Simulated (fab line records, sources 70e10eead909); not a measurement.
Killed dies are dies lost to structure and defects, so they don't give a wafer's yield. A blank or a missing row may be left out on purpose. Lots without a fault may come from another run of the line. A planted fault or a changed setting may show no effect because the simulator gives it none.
fab line records | flow nand_harc
record lots=6 wafers=18 last_day=25
route steps=1159 shown P_ZERO_WELL@14 END@1159
lots that met no fault: from a run of the same line without faults
start_h: hours from the record's first day to the start of the lot's first wafer shown | wait_h: hours since the lot's step before | " the same as in the row above | L1.1+2: a row that stands for several wafers | - no value, or no start given | * or withheld: withheld | < > ~ a bound
route shown NAME@n: a module of which the file shows steps, and the number in the route of the first | usual: mean/standard deviation of fault-free wafers | same: alike in all rows | chamber/n: place in a boat | sites: the reading at each site | _std_site: their standard deviation | _edge_site: outer sites' mean less inner sites' | radius_mm: how far each site lies from the wafer's centre | mask NAME#n: copy n | behind: the tool/chamber that last shaped the wafer | hold: why the lot was held/for how many hours/how that ended | device: the transistor (n, p or np) that didn't switch | end of line: the same wafers' tests at the end of the route | a step without rows: its recipe alone | killed: dies lost to structure and defects at the first sort, not the wafer's yield | map: a wafer's dies, x killed, . not, _ none there
set.NAME: the setting as run; set.NAME@STEP: as run at that earlier step | model.NAME: the simulator's own value behind a step, which no gauge read
lots at some steps of the route; a table a step, a row a wafer
services: from which hour (start_h, from the record's first day; less than 0 if before it) a tool's chamber was out of use, for how many hours, and why
## steps
# step NHARC_P_ZERO_WELL_CD_MEAS_11
# recipe target_cd_nm=500 landing_energy_ev=500
# usual cd_nm=499.9/2.1
# columns lot.wafer tool chamber start_h wait_h cd_nm
L888.3 cd_sem-03 0 31.24 - 503.6
L888.4 " 0 " " 502.6
L888.5 " 0 " " 505.2
L891.1 cd_sem-03 0 49.25 - 498.4
L891.2 " 0 " " 497.6
L891.6 " 0 " " 501.3
L893.3 cd_sem-03 0 61.25 - 498.9
L893.5 " 0 " " 498.3
L893.6 " 0 " " 495.6
L903.1 cd_sem-03 0 121.33 - 496.2
L903.2 " 0 " " 497.6
L903.5 " 0 " " 498.0
L905.1 cd_sem-01 0 133.25 - 500.0
L905.5 " 0 " " 502.3
L905.6 " 0 " " 502.7
L907.2 cd_sem-02 0 145.52 - 502.2
L907.4 " 0 " " 500.8
L907.6 " 0 " " 498.4
# step NHARC_P_ZERO_WELL_HARDBAKE_12
# recipe temp_c=118 time_s=65
# step NHARC_P_ZERO_WELL_DESCUM_13
# recipe time_s=3 o2_flow_sccm=200 ar_flow_sccm=0 bias_power_w=0 chemistry=O2
# usual drypump_motor_current_A=5.5/0.39 mfc_ar_sccm=0.016/0.012 oes_product_au=0.994/0.01 rf_vpp_V=57.8/0.91 showerhead_plenum_p_Torr=1.91/0.07 throttle_valve_pct=11.311/0.0089
# columns lot.wafer tool chamber start_h wait_h drypump_motor_current_A mfc_ar_sccm oes_product_au rf_hours_counter_h rf_vpp_V showerhead_plenum_p_Torr throttle_valve_pct
L888.3 rie_diel-13 0 31.41 - 5.7 0.017 1.018 7 58.1 1.99 11.314
L888.4 " 1 " " 5.9 0.007 1.001 7 57.0 1.92 11.311
L888.5 " 2 " " 4.9 0.015 1.001 - 56.0 1.85 11.299
L891.2 rie_diel-03 1 49.41 - 5.8 0 1.003 0 59.2 2.02 11.310
L891.1 " 0 " " 5.2 0.020 0.995 0 58.1 1.92 11.318
L891.6 " 2 " " 5.4 0.005 0.992 - 56.6 1.78 11.314
L893.3 rie_diel-05 3 61.42 - 5.8 0.021 0.993 6 59.2 1.92 11.312
L893.5 " 2 " " 5.4 0 0.991 - 58.2 1.95 11.303
L893.6 " 3 " " 5.8 0.021 1.000 - 58.4 1.92 11.295
L903.1 rie_diel-05 0 121.50 - 5.8 0.012 0.991 2 58.1 1.93 11.314
L903.2 " 2 " " 5.4 0 0.995 11 57.8 1.95 11.325
L903.5 " 0 " " 5.8 0.012 0.995 - 57.7 1.93 11.312
L905.1 rie_diel-13 0 133.43 - 5.7 0.017 1.001 1 58.9 1.99 11.316
L905.6 " 2 " " 4.8 0.015 0.980 - 57.2 1.84 11.310
L905.5 " 3 " " 5.8 0.029 1.001 - 58.1 1.96 11.317
L907.2 rie_diel-05 0 145.67 - 5.8 0.012 1.002 3 57.6 1.93 11.308
L907.4 " 1 " " 5.1 0.041 0.988 12 58.8 1.97 11.296
L907.6 " 0 " " 5.8 0.012 1.000 - 56.8 1.93 11.310
# step NHARC_P_ZERO_WELL_ETCH_65
# recipe target_depth_a=800 overetch_a=240 time_s=87.88 ion_energy_ev=200 n2_flow_sccm=150 h2_flow_sccm=150 ar_flow_sccm=0 rf_w=400 bias_w=150 chemistry=N2/H2
# usual drypump_motor_current_A=5.4/0.38 mfc_ar_sccm=0.016/0.012 oes_product_au=0.994/0.011 rf_vpp_V=430.6/2.3 showerhead_plenum_p_Torr=2.04/0.076 throttle_valve_pct=14.170/0.0095
# columns lot.wafer tool chamber start_h wait_h drypump_motor_current_A mfc_ar_sccm oes_product_au rf_hours_counter_h rf_vpp_V showerhead_plenum_p_Torr throttle_valve_pct
L888.3 rie_diel-13 0 31.48 0.1 5.8 0.017 1.001 7 434.2 2.12 14.166
L888.4 " 3 " " 5.8 0.029 0.993 8 431.3 2.09 14.157
L888.5 " 0 " " 5.8 0.017 0.998 - 432.5 2.12 14.161
L891.1 rie_diel-03 3 49.49 0.1 4.8 0.030 0.989 0 428.2 1.98 14.173
L891.2 " 2 " " 5.4 0.005 0.993 0 428.1 1.90 14.169
L891.6 " 0 " " 5.2 0.020 0.993 - 428.6 2.04 14.180
L893.3 rie_diel-05 3 61.51 0.1 5.8 0.021 0.997 6 431.5 2.05 14.176
L893.6 " 3 " " 5.8 0.021 0.997 - 430.4 2.05 14.171
L893.5 " 1 " " 5.1 0.041 1.002 - 432.7 2.10 14.168
L903.2 rie_diel-05 0 121.59 0.1 5.8 0.012 1.000 2 431.1 2.06 14.191
L903.1 " 1 " " 5.1 0.041 0.993 11 431.9 2.10 14.171
L903.5 " 2 " " 5.4 0 1.001 - 432.0 2.08 14.179
L905.1 rie_diel-13 3 133.52 0.1 5.8 0.029 1.011 1 433.0 2.09 14.173
L905.6 " 0 " " 5.7 0.017 1.009 - 433.5 2.12 14.167
L905.5 " 1 " " 5.9 0.007 1.005 - 430.1 2.05 14.159
L907.2 rie_diel-05 2 146.05 0.4 5.4 0 0.992 12 430.9 2.08 14.165
L907.4 " 0 " " 5.7 0.012 0.994 3 431.1 2.06 14.162
L907.6 " 3 " " 5.8 0.021 1.011 - 431.0 2.05 14.176
# step NHARC_P_ZERO_WELL_ETCH_62
# recipe target_depth_a=130 time_s=6.5 chf3_flow_sccm=50 ar_flow_sccm=200 rf_w=500 bias_w=200 chemistry=CHF3/Ar
# usual drypump_motor_current_A=5.4/0.39 mfc_ar_sccm=199.9/0.55 oes_product_au=0.955/0.017 rf_vpp_V=370.6/1.9 showerhead_plenum_p_Torr=2.35/0.08 throttle_valve_pct=20.216/0.0096
# columns lot.wafer tool chamber start_h wait_h drypump_motor_current_A mfc_ar_sccm oes_product_au rf_hours_counter_h rf_vpp_V showerhead_plenum_p_Torr throttle_valve_pct
L888.4 rie_diel-13 3 - - 5.8 199.9 0.953 8 372.2 2.40 20.201
L888.3 " 0 " " 5.7 199.0 0.973 7 373.2 2.43 20.211
L888.5 " 2 " " 4.9 200.6 0.953 - 367.3 2.26 20.213
L891.2 rie_diel-03 0 - - 5.2 198.9 0.969 0 371.3 2.35 20.229
L891.1 " 3 " " 4.8 200.7 0.967 0 370.1 2.28 20.210
L891.6 " 1 " " 5.9 200.4 0.954 - 373.3 2.47 20.223
L893.3 rie_diel-05 2 - - 5.4 199.5 0.967 6 371.5 2.38 20.216
L893.6 " 3 " " 5.8 200.2 0.949 - 370.0 2.35 20.201
L893.5 " 2 " " 5.4 199.7 0.953 - 371.3 2.38 20.221
L903.2 rie_diel-05 0 - - 5.8 199.2 0.959 2 368.8 2.36 20.221
L903.1 " 2 " " 5.4 200.3 0.958 11 370.2 2.38 20.221
L903.5 " 1 " " 5.1 200.4 0.958 - 370.6 2.41 20.212
L905.1 rie_diel-13 2 - - 4.9 200.5 0.915 1 369.7 2.26 20.217
L905.5 " 1 " " 5.9 200.0 0.931 - 370.6 2.35 20.224
L905.6 " 2 " " 4.9 201.0 0.914 - 367.5 2.26 20.198
L907.4 rie_diel-05 1 - - 5.1 199.7 0.930 12 371.5 2.40 20.201
L907.2 " 3 " " 5.8 199.9 0.951 11 370.4 2.35 20.244
L907.6 " 0 " " 5.8 201.0 0.941 - 372.5 2.36 20.220
# step NHARC_P_ZERO_WELL_ETCH_63
# recipe target_depth_a=1200 time_s=40.1 hbr_flow_sccm=150 cl2_flow_sccm=50 rf_w=400 icp_w=400 bias_w=100 chemistry=HBr/Cl2
# step NHARC_P_ZERO_WELL_STRIP_15
# recipe time_s=900 temp_c=130 chemistry=SPM
# step NHARC_P_ZERO_WELL_DEHYDRATE_16
# recipe temp_c=150 time_s=120
# step NHARC_P_ZERO_WELL_HMDS_17
# recipe time_s=30
# step NHARC_P_ZERO_WELL_COAT_18
# recipe spin_rpm=withheld
# step NHARC_P_ZERO_WELL_SOFTBAKE_19
# recipe temp_c=122 time_s=95
# step NHARC_P_ZERO_WELL_EBR_20
# step NHARC_P_ZERO_WELL_EXPOSE_21
# recipe na=0.6 target_cd_nm=720 dose_mj=22.31 mask_id=P_NWELL
# usual reticle_temp_C=23.01/0.097
# columns lot.wafer tool chamber start_h wait_h mask reticle_temp_C model.P_ZERO_WELL.overlay_x_nm
L888.3 krf_scanner-03 0 32.43 - P_NWELL#0 22.93 6.576
L888.4 " 0 " " P_NWELL#0 22.87 6.576
L888.5 " 0 " " P_NWELL#0 22.88 6.576
L891.1 krf_scanner-02 0 50.32 - P_NWELL#0 23.03 -4.379
L891.2 " 0 " " P_NWELL#0 22.98 -4.379
L891.6 " 0 " " P_NWELL#0 22.94 -4.379
L893.3 krf_scanner-01 0 62.50 - P_NWELL#0 22.95 -0.288
L893.5 " 0 " " P_NWELL#0 22.95 -0.288
L893.6 " 0 " " P_NWELL#0 22.97 -0.288
L903.1 krf_scanner-03 0 122.52 - P_NWELL#0 22.77 97.96
L903.2 " 0 " " P_NWELL#0 23.07 97.96
L903.5 " 0 " " P_NWELL#0 23.16 97.96
L905.1 krf_scanner-03 0 134.45 - P_NWELL#0 23.15 99.92
L905.5 " 0 " " P_NWELL#0 23.12 99.92
L905.6 " 0 " " P_NWELL#0 23.13 99.92
L907.2 krf_scanner-02 0 147.00 - P_NWELL#0 22.92 -2.136
L907.4 " 0 " " P_NWELL#0 23.10 -2.136
L907.6 " 0 " " P_NWELL#0 23.00 -2.136
# step NHARC_P_ZERO_WELL_PEB_22
# recipe peb_temp_c=118 peb_time_s=85
# step NHARC_P_ZERO_WELL_DEVELOP_23
# recipe time_s=70
# step NHARC_P_ZERO_WELL_CD_MEAS_24
# recipe target_cd_nm=720 landing_energy_ev=500
# usual cd_nm=719.6/1.8
# columns lot.wafer tool chamber start_h wait_h cd_nm
L888.3 cd_sem-02 0 32.59 - 720.5
L888.4 " 0 " " 719.5
L888.5 " 0 " " 719.2
L891.1 cd_sem-01 0 50.48 - 721.0
L891.2 " 0 " " 718.3
L891.6 " 0 " " 719.9
L893.3 cd_sem-03 0 62.65 - 715.6
L893.5 " 0 " " 715.1
L893.6 " 0 " " 718.1
L903.1 cd_sem-03 0 122.68 - 719.0
L903.2 " 0 " " 720.1
L903.5 " 0 " " 719.7
L905.1 cd_sem-01 0 134.60 - 722.2
L905.5 " 0 " " 719.4
L905.6 " 0 " " 721.7
L907.2 cd_sem-02 0 147.16 - 720.0
L907.4 " 0 " " 722.0
L907.6 " 0 " " 722.1
# step NHARC_P_ZERO_WELL_HARDBAKE_25
# recipe temp_c=125 time_s=80
# step NHARC_P_ZERO_WELL_DESCUM_26
# recipe time_s=3 o2_flow_sccm=200 ar_flow_sccm=0 bias_power_w=0 chemistry=O2
# usual drypump_motor_current_A=5.5/0.37 mfc_ar_sccm=0.016/0.012 oes_product_au=0.995/0.0099 rf_vpp_V=57.8/0.89 showerhead_plenum_p_Torr=1.92/0.067 throttle_valve_pct=11.312/0.0093
# columns lot.wafer tool chamber start_h wait_h drypump_motor_current_A mfc_ar_sccm oes_product_au rf_hours_counter_h rf_vpp_V showerhead_plenum_p_Torr throttle_valve_pct
L888.3 rie_diel-03 0 32.75 - 5.2 0.020 0.994 12 58.6 1.92 11.312
L888.4 " 2 " " 5.4 0.005 0.998 14 57.6 1.78 11.301
L888.5 " 3 " " 4.8 0.030 0.983 - 56.8 1.86 11.305
L891.1 rie_diel-13 3 50.64 - 5.8 0.029 1.000 9 57.8 1.96 11.332
L891.2 " 0 " " 5.7 0.017 1.009 7 59.0 1.99 11.320
L891.6 " 3 " " 5.8 0.029 0.995 - 58.0 1.96 11.313
L893.3 rie_diel-03 1 62.84 - 5.9 0 1.010 0 58.1 2.02 11.309
L893.5 " 2 " " 5.4 0.005 0.983 - 57.8 1.78 11.308
L893.6 " 3 " " 4.8 0.030 0.990 - 55.2 1.86 11.315
L903.1 rie_diel-05 2 122.84 - 5.4 0 0.998 11 58.5 1.95 11.304
L903.2 " 3 " " 5.8 0.021 1.005 10 59.4 1.92 11.315
L903.5 " 2 " " 5.5 0 0.986 - 57.5 1.95 11.310
L905.1 rie_diel-03 2 134.78 - 5.4 0.005 0.977 6 56.8 1.78 11.309
L905.6 " 2 " " 5.4 0.005 0.973 - 56.3 1.78 11.320
L905.5 " 1 " " 5.9 0 0.991 - 58.1 2.02 11.305
L907.4 rie_diel-05 3 147.32 - 5.8 0.021 1.004 11 56.8 1.92 11.308
L907.2 " 0 " " 5.8 0.012 1.005 3 57.5 1.93 11.314
L907.6 " 0 " " 5.8 0.012 1.006 - 57.1 1.93 11.298
# step NHARC_P_ZERO_WELL_IMPLANT_27
# recipe energy_kev=600 dose_cm2=1e+13 tilt_deg=7
# step NHARC_P_ZERO_WELL_IMPLANT_57
# recipe energy_kev=250 dose_cm2=4e+12 tilt_deg=7
# step NHARC_P_ZERO_WELL_IMPLANT_58
# recipe energy_kev=100 dose_cm2=2e+12 tilt_deg=7
# step NHARC_P_ZERO_WELL_STRIP_28
# recipe time_s=840 temp_c=130 chemistry=SPM
# step NHARC_P_ZERO_WELL_DEHYDRATE_29
# recipe temp_c=150 time_s=120
# step NHARC_P_ZERO_WELL_HMDS_30
# recipe time_s=30
# step NHARC_P_ZERO_WELL_COAT_31
# recipe spin_rpm=withheld
# step NHARC_P_ZERO_WELL_SOFTBAKE_32
# recipe temp_c=122 time_s=95
# step NHARC_P_ZERO_WELL_EBR_33
# step NHARC_P_ZERO_WELL_EXPOSE_34
# recipe na=0.6 target_cd_nm=720 dose_mj=22.31 mask_id=P_PWELL
# step NHARC_P_ZERO_WELL_PEB_35
# recipe peb_temp_c=118 peb_time_s=85
# step NHARC_P_ZERO_WELL_DEVELOP_36
# recipe time_s=70
# step NHARC_P_ZERO_WELL_CD_MEAS_37
# recipe target_cd_nm=720 landing_energy_ev=500
# usual cd_nm=719.9/1.8
# columns lot.wafer tool chamber start_h wait_h cd_nm
L888.3 cd_sem-01 0 34.23 - 720.4
L888.4 " 0 " " 718.6
L888.5 " 0 " " 721.3
L891.1 cd_sem-01 0 52.12 - 719.0
L891.2 " 0 " " 717.0
L891.6 " 0 " " 719.6
L893.3 cd_sem-02 0 64.19 - 718.5
L893.5 " 0 " " 722.5
L893.6 " 0 " " 721.2
L903.1 cd_sem-03 0 124.19 - 720.1
L903.2 " 0 " " 719.9
L903.5 " 0 " " 720.7
L905.1 cd_sem-03 0 136.28 - 719.9
L905.5 " 0 " " 719.4
L905.6 " 0 " " 718.8
L907.2 cd_sem-01 0 148.68 - 719.9
L907.4 " 0 " " 719.7
L907.6 " 0 " " 719.6
# step NHARC_P_ZERO_WELL_HARDBAKE_38
# recipe temp_c=125 time_s=80
# step NHARC_P_ZERO_WELL_DESCUM_39
# recipe time_s=3 o2_flow_sccm=200 ar_flow_sccm=0 bias_power_w=0 chemistry=O2
# usual drypump_motor_current_A=5.5/0.37 mfc_ar_sccm=0.017/0.012 oes_product_au=0.996/0.01 rf_vpp_V=57.8/0.85 showerhead_plenum_p_Torr=1.93/0.059 throttle_valve_pct=11.312/0.0093
# columns lot.wafer tool chamber start_h wait_h drypump_motor_current_A mfc_ar_sccm oes_product_au rf_hours_counter_h rf_vpp_V showerhead_plenum_p_Torr throttle_valve_pct
L888.4 rie_diel-13 0 34.39 - 5.7 0.017 1.000 7 58.2 1.99 11.311
L888.3 " 2 " " 4.9 0.015 0.979 9 58.0 1.84 11.305
L888.5 " 0 " " 5.7 0.017 1.004 - 56.6 1.99 11.315
L891.1 rie_diel-03 1 52.28 - 5.9 0 0.996 0 58.0 2.02 11.323
L891.2 " 2 " " 5.3 0.005 0.986 0 57.1 1.78 11.313
L891.6 " 2 " " 5.4 0.005 0.982 - 57.9 1.78 11.309
L893.3 rie_diel-13 0 64.36 - 5.7 0.017 1.001 9 57.5 1.99 11.306
L893.5 " 3 " " 5.8 0.029 0.997 - 57.7 1.96 11.323
L893.6 " 0 " " 5.7 0.017 0.999 - 59.6 1.99 11.343
L903.2 rie_diel-05 1 124.35 - 5.1 0.041 0.982 11 59.1 1.97 11.319
L903.1 " 0 " " 5.8 0.012 0.993 2 57.9 1.93 11.316
L903.5 " 2 " " 5.4 0 0.992 - 57.2 1.95 11.300
L905.1 rie_diel-13 1 136.46 - 5.9 0.007 1.007 2 56.5 1.92 11.332
L905.5 " 0 " " 5.7 0.017 1.012 - 58.7 1.99 11.316
L905.6 " 1 " " 5.9 0.007 1.019 - 56.9 1.92 11.311
L907.4 rie_diel-05 0 148.86 - 5.8 0.012 0.997 3 57.2 1.93 11.323
L907.2 " 1 " " 5.1 0.041 1.000 12 57.1 1.97 11.315
L907.6 " 3 " " 5.8 0.021 1.002 - 57.4 1.92 11.308
# step NHARC_P_ZERO_WELL_IMPLANT_40
# recipe energy_kev=300 dose_cm2=1e+13 tilt_deg=7
# step NHARC_P_ZERO_WELL_IMPLANT_59
# recipe energy_kev=120 dose_cm2=5e+12 tilt_deg=7
# step NHARC_P_ZERO_WELL_IMPLANT_60
# recipe energy_kev=30 dose_cm2=2e+12 tilt_deg=7
# step NHARC_P_ZERO_WELL_STRIP_41
# recipe time_s=840 temp_c=130 chemistry=SPM
# step NHARC_P_ZERO_WELL_DEHYDRATE_44
# recipe temp_c=150 time_s=120
# step NHARC_P_ZERO_WELL_HMDS_45
# recipe time_s=30
# step NHARC_P_ZERO_WELL_COAT_46
# recipe spin_rpm=withheld
# step NHARC_P_ZERO_WELL_SOFTBAKE_47
# recipe temp_c=122 time_s=95
# step NHARC_P_ZERO_WELL_EBR_48
# step NHARC_END_SORT_01
# recipe temp_c=25
# usual killed_at_array=27/11 killed_at_other=0.7/1.1 killed_at_periphery=3.4/2.1 killed_dies=31/12 killed_open=3.6/2 killed_short=2.0/1.3
# same gross_dies=677
# columns lot.wafer tool chamber start_h wait_h hold killed_at_array killed_at_other killed_at_periphery killed_dies killed_open killed_short
L888.3 prober-01 0 452.31 3.1 - 12 2 1 15 4 1
L888.4 prober-01 0 453.10 3.4 - 17 0 6 23 5 3
L888.5 prober-01 0 453.89 3.7 - 21 0 2 23 7 4
L891.1 prober-01 0 470.34 2.5 - 34 5 3 42 3 1
L891.2 prober-01 0 471.15 2.8 - 32 2 4 38 1 2
L891.6 prober-01 0 474.38 4.0 - 44 7 3 54 3 2
L903.1 prober-02 0 532.62 2.5 await_dispo/3.0h/release 14 1 33 48 3 2
L903.2 prober-02 0 533.41 2.8 await_dispo/3.0h/release 16 1 22 39 5 3
L903.5 prober-02 0 535.80 3.7 await_dispo/3.0h/release 15 0 36 51 6 3
L905.1 prober-01 0 546.44 2.5 await_dispo/8.1h/release 29 0 22 51 6 0
L905.5 prober-01 0 549.64 3.7 await_dispo/8.1h/release 29 0 26 55 2 1
L905.6 prober-01 0 550.44 4.0 await_dispo/8.1h/release 22 1 47 70 4 1
# killed by level:class
L888.3 A_CONTACT:chamber_film_flake=5 THIN_TSV:chamber_film_flake=2 A_ONON_D1:geometric_particle:open=1 A_CHANNEL_FILL_D1:geometric_particle:open=1 A_WL_FILL:geometric_particle:short=1 A_CONTACT:geometric_particle:open=1 A_M1:geometric_particle:open=1 P_GATE:chamber_film_flake=1
L888.4 A_CONTACT:chamber_film_flake=4 A_CONTACT:geometric_particle:open=3 A_CHANNEL_HOLE_D1:chamber_film_flake=3 A_STAIRCASE:chamber_film_flake=3 P_ZERO_WELL:chamber_film_flake=2 P_CONTACT:geometric_particle:short=1 P_M0:geometric_particle:short=1 A_ONON_D1:geometric_particle:open=1
L888.5 A_CHANNEL_HOLE_D1:chamber_film_flake=5 A_WL_FILL:chamber_film_flake=3 A_ONON_D1:geometric_particle:short=2 A_M0:geometric_particle:open=2 A_SLIT:chamber_film_flake=2 P_CONTACT:geometric_particle:open=1 A_ONON_D1:geometric_particle:open=1 A_CHANNEL_FILL_D1:geometric_particle:open=1
L891.1 A_CHANNEL_HOLE_D1:chamber_film_flake=18 A_SLIT:chamber_film_flake=6 THIN_TSV:chamber_film_flake=5 A_STAIRCASE:chamber_film_flake=4 A_ZERO_WELL:chamber_film_flake=3 P_CONTACT:geometric_particle:open=1 P_M0:geometric_particle:short=1 A_CHANNEL_FILL_D1:geometric_particle:open=1
L891.2 A_CHANNEL_HOLE_D1:chamber_film_flake=18 A_STAIRCASE:chamber_film_flake=4 A_SLIT:chamber_film_flake=4 P_ZERO_WELL:chamber_film_flake=3 A_BONDPAD:chamber_film_flake=3 THIN_TSV:chamber_film_flake=2 P_M1:geometric_particle:short=1 A_ONON_D1:geometric_particle:short=1
L891.6 A_CHANNEL_HOLE_D1:chamber_film_flake=27 A_SLIT:chamber_film_flake=9 THIN_TSV:chamber_film_flake=7 A_STAIRCASE:chamber_film_flake=3 P_M0:geometric_particle:open=2 A_ONON_D1:geometric_particle:open=1 A_CHANNEL_FILL_D1:geometric_particle:short=1 A_CONTACT:geometric_particle:short=1
L903.1 P_ZERO_WELL:overlay=33 A_SLIT:chamber_film_flake=8 A_BLC:geometric_particle:open=2 A_CHANNEL_HOLE_D1:chamber_film_flake=2 A_CHANNEL_FILL_D1:geometric_particle:short=1 A_M0:geometric_particle:short=1 STARTING-WAFER:geometric_particle:open=1
L903.2 P_ZERO_WELL:overlay=17 A_SLIT:chamber_film_flake=8 P_CONTACT:geometric_particle:open=2 A_CHANNEL_HOLE_D1:chamber_film_flake=2 A_CONTACT:chamber_film_flake=2 P_GATE:geometric_particle:short=1 A_CHANNEL_FILL_D1:geometric_particle:short=1 A_WL_FILL:geometric_particle:short=1
L903.5 P_ZERO_WELL:overlay=31 A_SLIT:chamber_film_flake=4 A_CHANNEL_HOLE_D1:chamber_film_flake=3 A_CONTACT:geometric_particle:short=2 P_STI:chamber_film_flake=2 P_CONTACT:geometric_particle:open=1 P_M0:geometric_particle:open=1 A_SOURCE_PLATE:geometric_particle:open=1
L905.1 P_ZERO_WELL:overlay=21 A_SLIT:chamber_film_flake=14 A_CHANNEL_HOLE_D1:chamber_film_flake=6 A_SGD_CUT:chamber_film_flake=3 A_BLC:geometric_particle:open=2 P_M0:geometric_particle:open=1 A_SOURCE_PLATE:geometric_particle:open=1 A_CONTACT:geometric_particle:open=1
L905.5 P_ZERO_WELL:overlay=23 A_SLIT:chamber_film_flake=14 A_SGD_CUT:chamber_film_flake=6 A_CHANNEL_HOLE_D1:chamber_film_flake=5 P_M0:geometric_particle:short=1 A_CONTACT:geometric_particle:open=1 A_M1:geometric_particle:open=1 P_GATE:chamber_film_flake=1
L905.6 P_ZERO_WELL:overlay=42 A_SGD_CUT:chamber_film_flake=6 A_SLIT:chamber_film_flake=6 P_BONDPAD:chamber_film_flake=5 A_CHANNEL_HOLE_D1:chamber_film_flake=5 A_CONTACT:geometric_particle:open=2 A_SOURCE_PLATE:geometric_particle:open=1 A_WL_FILL:geometric_particle:short=1
# map L903.5 (x killed, . not)
____________.____________
_________......._________
_______.......x..._______
______.............______
_____..............._____
____.........x.......____
____..........x....x.____
___............x......___
___.................x.___
__.....................__
__.........x...........__
_.x.x..x...........x...._
_.................xx...._
_......................x_
_......................x_
_.....................x._
....x............x.x....x
......x..................
x.....x.................x
....x...................x
........xx.......x......x
_......x...............x_
_...x..................x_
_....x...........x......_
_.......xx......x......._
_.................x....._
__............x........__
__.x...................__
___...xx........x.....___
___..................x___
____.................____
____.................____
_____..............x_____
______...x.......x.______
_______..x.....x.._______
_________......._________
____________.____________
# map L905.6 (x killed, . not)
____________.____________
_________......._________
_______..........._______
______.............______
_____..x............_____
____.............x...____
____..x..x...........____
___...x...x.......x..x___
___...................___
__...x...x.............__
__.....................__
_........x.............._
_...........x..........x_
_..................x...._
_...................x.x._
_.x..x.................x_
xx...x.x.............x.xx
x............x.x...x..x..
..xx..................xxx
..x...x...x.............x
xx.......xx..............
_.x...............x....._
_.x......x............x._
_.............x........._
_.........x....x.x.x...x_
_.x.........x..........._
__..........x.x........__
__......x..............__
___x.x................___
___..........x.......x___
____.................____
____..............x..____
_____.....x........._____
______..x......x...______
_______..........x_______
_________.x....._________
____________.____________
## services
# columns tool chamber start_h hours kind
rie_diel-03 3 8.73 7.0 repair
krf_scanner-03 - 10.59 0.2 repair
rie_diel-13 2 14.56 1.2 repair
rie_diel-05 0 20.18 - clean
rie_diel-05 1 20.18 - clean
krf_scanner-02 - 38.29 4.0 pm
rie_diel-03 - 38.30 9.0 pm
rie_diel-13 - 56.16 0.4 repair
krf_scanner-02 - 68.71 1.9 repair
krf_scanner-01 - 84.00 4.0 pm
rie_diel-13 2 86.71 7.6 repair
rie_diel-05 - 87.75 0.1 repair
krf_scanner-02 - 91.53 2.4 repair
krf_scanner-01 - 97.70 1.1 repair
rie_diel-13 - 99.00 9.0 pm
krf_scanner-02 - 103.60 0.6 repair
rie_diel-03 0 106.68 6.1 repair
krf_scanner-02 - 109.95 0.4 repair
rie_diel-03 0 122.87 18.3 repair
krf_scanner-03 - 124.15 0.4 repair
rie_diel-13 0 125.01 3.0 repair
rie_diel-13 3 133.70 11.5 repair
krf_scanner-01 - 146.62 0.2 repair
rie_diel-13 1 148.44 9.1 repair
## key
first_sign step=NHARC_END_SORT_01 reading=killed_at_periphery direction=up sigmas=13 usual=3.4 struck=31
effect step=NHARC_END_SORT_01 reading=killed_dies direction=up sigmas=1.7 usual=31 struck=52 wafers_moved=3
model_effect step=NHARC_P_ZERO_WELL_EXPOSE_21 value=P_ZERO_WELL.overlay_x_nm without=3.51 struck=98.94
more_kills_born_at NHARC_P_ZERO_WELL_EXPOSE_21@krf_scanner-03=167
met_at NHARC_P_ZERO_WELL_EXPOSE_21
struck_wafers L903.1,L903.2,L903.5,L905.1,L905.5,L905.6
tester_left_out L903,L905
onset_between 32.43 122.52
fault kind=scanner_matching_overlay tool=krf_scanner-03 chamber=- onset_h=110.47 steps=NHARC_P_ZERO_WELL_EXPOSE_21 offset=95.429
# tester_left_out: of these lots the tester's yield and bins aren't shown, on N5 and GAA mostly nor the transistor test; their killed dies are dies lost to structure and defects alone, not to doping, threshold or leakage, so they don't give the yield
